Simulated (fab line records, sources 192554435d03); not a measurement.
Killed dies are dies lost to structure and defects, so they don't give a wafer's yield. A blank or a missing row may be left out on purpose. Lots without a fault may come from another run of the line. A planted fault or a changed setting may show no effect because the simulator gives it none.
Split-lot experiment | flow n5_finfet | 7 lots, 21 wafers read, on a route of 1938 steps

THE SPLIT
At N5_BEOL_M13_PEB_26 (peb time 90 s), the setting peb_time_s was moved away from the recipe's 90 s on 6 of the 21 wafers read, by -21.0% to +15.3%. The other wafers ran this setting at the recipe's value.

FROM THE SPLIT TO THE READING: what the file shows between them, 2 steps
- N5_BEOL_M13_DEVELOP_27: develop time 45 s
- N5_BEOL_M13_HARDBAKE_32: time 120 s

THE READING
cd_nm, in nm, at N5_BEOL_M13_CD_MEAS_28 (target cd 209.5 nm). Fault-free wafers of this fab line usually give 209.8 nm, standard deviation 0.89 nm.

wafer  | tool, chamber at the split | peb_time_s as run, s | against the recipe | cd_nm, nm | against lot-mates on the recipe
L075.2 | litho_track-03, 0          | 90                   | recipe             | 210.2     | -
L075.3 | litho_track-03, 0          | 90                   | recipe             | 210.6     | -
L075.5 | litho_track-03, 0          | 71.07                | -21.0%             | 204.1     | -6.3
L077.1 | litho_track-05, 0          | 90                   | recipe             | 209.8     | -
L077.2 | litho_track-05, 0          | 90                   | recipe             | 211.2     | -
L077.3 | litho_track-05, 0          | 100.1                | +11.2%             | 212.3     | +1.8
L081.3 | litho_track-05, 0          | 90                   | recipe             | 210.5     | -
L081.5 | litho_track-05, 0          | 90                   | recipe             | 209.9     | -
L081.6 | litho_track-05, 0          | 90                   | recipe             | 210.8     | -
L085.1 | litho_track-02, 0          | 90                   | recipe             | 209.2     | -
L085.3 | litho_track-02, 0          | 90                   | recipe             | 210.0     | -
L085.4 | litho_track-02, 0          | 80                   | -11.1%             | 206.6     | -3.0
L090.2 | litho_track-03, 0          | 90                   | recipe             | 208.8     | -
L090.4 | litho_track-03, 0          | 90                   | recipe             | 208.8     | -
L090.6 | litho_track-03, 0          | 90                   | recipe             | 208.9     | -
L092.1 | litho_track-05, 0          | 72.37                | -19.6%             | 204.8     | -5.6
L092.4 | litho_track-05, 0          | 72.37                | -19.6%             | 203.6     | -6.8
L092.6 | litho_track-05, 0          | 90                   | recipe             | 210.4     | -
L097.1 | litho_track-03, 0          | 103.8                | +15.3%             | 214.0     | +3.4
L097.2 | litho_track-03, 0          | 90                   | recipe             | 210.6     | -
L097.3 | litho_track-03, 0          | 90                   | recipe             | 210.6     | -

THE FIT
A straight line over all 21 wafers: cd_nm changes by +0.279 nm for each +1% of peb_time_s; r = +0.96; the points scatter about the line by 0.73 nm.
The same after taking each lot's own level away (the mean of its wafers on the recipe; 21 wafers): +0.279 nm for each +1%; r = +0.98; scatter 0.54 nm.
On that fit, the largest move of peb_time_s shifts the reading by 5.9 nm.
The lots' own levels span 208.83 to 210.60 nm, that is 2.0 times the standard deviation above.
So the lot-to-lot level changes the slope little: the two slopes agree.
Check: with one of the wafers moved furthest among these (-21.0%) left out of the fit, the line predicts -5.97 nm for it against its lot-mates. It came out at -6.3 nm against them.

OTHER SPLITS ON THESE WAFERS
These wafers also went through other splits before the reading. Each is held against what the fit with the lots' levels taken away leaves over:
other split on the same wafers | wafers away from the commonest value | r with cd_nm (lot level and that fit taken away)
N5_BEOL_M11_COAT_22 spin_rpm   | 5                                    | +0.03
N5_BEOL_M12_EXPOSE_07 dose_mj  | 8                                    | -0.06
N5_BEOL_M13_COAT_66 spin_rpm   | 7                                    | -0.31

THE WHOLE CHAIN: every reading that the file lists as answering this split, in the file's order
step                   | what it does                                           | reading                                                         | change (the file's fit)               | r (the file's)
N5_BEOL_M13_CD_MEAS_28 | target cd 209.5 nm                                     | cd_nm                                                           | +0.274 nm for each +1% of the setting | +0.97
N5_BEOL_M13_DESCUM_33  | chemistry O2, time 7.9 s                               | BEOL_M13.cd_nm (the simulator's own value, which no gauge read) | +0.279 nm for each +1% of the setting | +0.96
N5_BEOL_M13_ETCH_67    | etches SiARC in CF4, target depth 143 nm, time 238.3 s | BEOL_M13.cd_nm (the simulator's own value, which no gauge read) | +0.297 nm for each +1% of the setting | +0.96
N5_BEOL_M13_ETCH_68    | etches SOC in N2/H2, time 355 s                        | BEOL_M13.cd_nm (the simulator's own value, which no gauge read) | +0.307 nm for each +1% of the setting | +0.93

THE FILE'S OWN FIT
cd_nm changes by +0.274 nm for each +1% of peb_time_s, r = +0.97.
